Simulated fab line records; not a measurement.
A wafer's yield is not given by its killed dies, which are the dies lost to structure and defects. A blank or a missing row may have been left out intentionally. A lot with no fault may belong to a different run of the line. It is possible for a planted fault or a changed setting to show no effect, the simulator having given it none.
One fault through the eyes of 3 desks + flow n5 finfet + what lay behind the numbers comes last; until then each desk has only its own

## AT THE METROLOGY DESK
Means of the sampled wafers that have a number, per lot and without regard to the tool the lot ran on: this is what the gauges read. A lot is out of limits, marked OUT, if its mean lies more than 4 standard deviations from the usual mean; the brackets give that distance. Only the readings that lie furthest out on some lot appear, 7 of the 12 it has.
Columns: A = cd nm at N5_MOL_CONTACT_COAG_CD_MEAS_40, usual 25.12 nm; B = VD_OVL at N5_MOL_CONTACT_COAG_OVL_MEAS_41, usual 0.0 nm; C = DIBL_P at N5_BEOL_M4_RC_MEAS_101, usual 35.4 mV/V; D = ION_P at N5_BEOL_M4_RC_MEAS_101, usual 461 uA/um; E = SS_N at N5_BEOL_M4_RC_MEAS_101, usual 71.4 mV/dec; F = VT_N at N5_BEOL_M4_RC_MEAS_101, usual 251 mV; G = VT_P at N5_BEOL_M4_RC_MEAS_101, usual -251 mV
| lot  | first seen here | A     | B    | C    | D   | E    | F   | G    |
|------|-----------------|-------|------|------|-----|------|-----|------|
| L476 | day 5 01:19     | 25.33 | 0.3  | 37.9 | 472 | 71.2 | 246 | -246 |
| L487 | day 8 02:02     | 24.78 | -0.5 | 35.9 | 466 | 71.6 | 244 | -246 |
| L488 | day 8 09:34     | 25.18 | 1.2  | 35.9 | 446 | 71.8 | 253 | -256 |
| L490 | day 8 20:44     | 24.93 | -0.8 | 35.2 | 460 | 72.3 | 251 | -252 |
| L493 | day 9 12:01     | 24.98 | -0.3 | 32.7 | 459 | 71.0 | 252 | -251 |
| L494 | day 9 18:43     | 25.03 | -0.8 | 35.9 | 470 | 71.4 | 250 | -247 |
| L498 | day 10 22:55    | 25.18 | -0.4 | 36.5 | 460 | 71.0 | 251 | -253 |
This desk's verdict: no lot among the 7 shows anything out of limits.

## THE TOOL OWNER'S DESK: ald sin-01
The tool's own readings at N5_MOL_CONTACT_COAG_ALD_133 (deposits SiO2, target thk 5 nm, pulse time 1 s, co reactant pulse time 1 s): means of the sampled wafers that have a number, for each lot that ran on this tool. A lot is out of limits, marked OUT, if its mean lies more than 4 standard deviations from the usual mean; the brackets give that distance.
Columns: A = heater power w at N5_MOL_CONTACT_COAG_ALD_133, usual 80 W; B = precursor pulse height rel at N5_MOL_CONTACT_COAG_ALD_133, usual 1.000
| lot  | first seen here | A  | B     |
|------|-----------------|----|-------|
| L487 | day 8 02:17     | 81 | 0.979 |
| L488 | day 8 09:56     | 78 | 0.996 |
| L490 | day 8 21:19     | 78 | 0.993 |
| L498 | day 10 23:17    | 75 | 0.988 |
This desk's verdict: no lot among the 4 shows anything out of limits.

## THE DEFECT DESK
Lot by lot, what the route's inspections counted, given as the mean of those sampled wafers with a number. A lot is out of limits, marked OUT, if its mean lies more than 4 standard deviations from the usual mean; the brackets give that distance.
Columns: A = raw defect count at N5_MOL_CONTACT_COAG_INSPECT_42, usual 209
| lot  | first seen here | A   |
|------|-----------------|-----|
| L476 | day 5 01:25     | 181 |
| L487 | day 8 02:08     | 166 |
| L488 | day 8 09:40     | 142 |
| L490 | day 8 20:50     | 122 |
| L493 | day 9 12:07     | 235 |
| L494 | day 9 18:48     | 248 |
| L498 | day 10 23:00    | 171 |
This desk's verdict: no lot among the 7 shows anything out of limits.

## TAKEN TOGETHER
Metrology desk: nothing out of limits seen.
The tool owner's desk saw nothing out of limits.
No out-of-limits result turned up at the defect desk.

## WHAT WAS PUT IN BY THE SIMULATOR
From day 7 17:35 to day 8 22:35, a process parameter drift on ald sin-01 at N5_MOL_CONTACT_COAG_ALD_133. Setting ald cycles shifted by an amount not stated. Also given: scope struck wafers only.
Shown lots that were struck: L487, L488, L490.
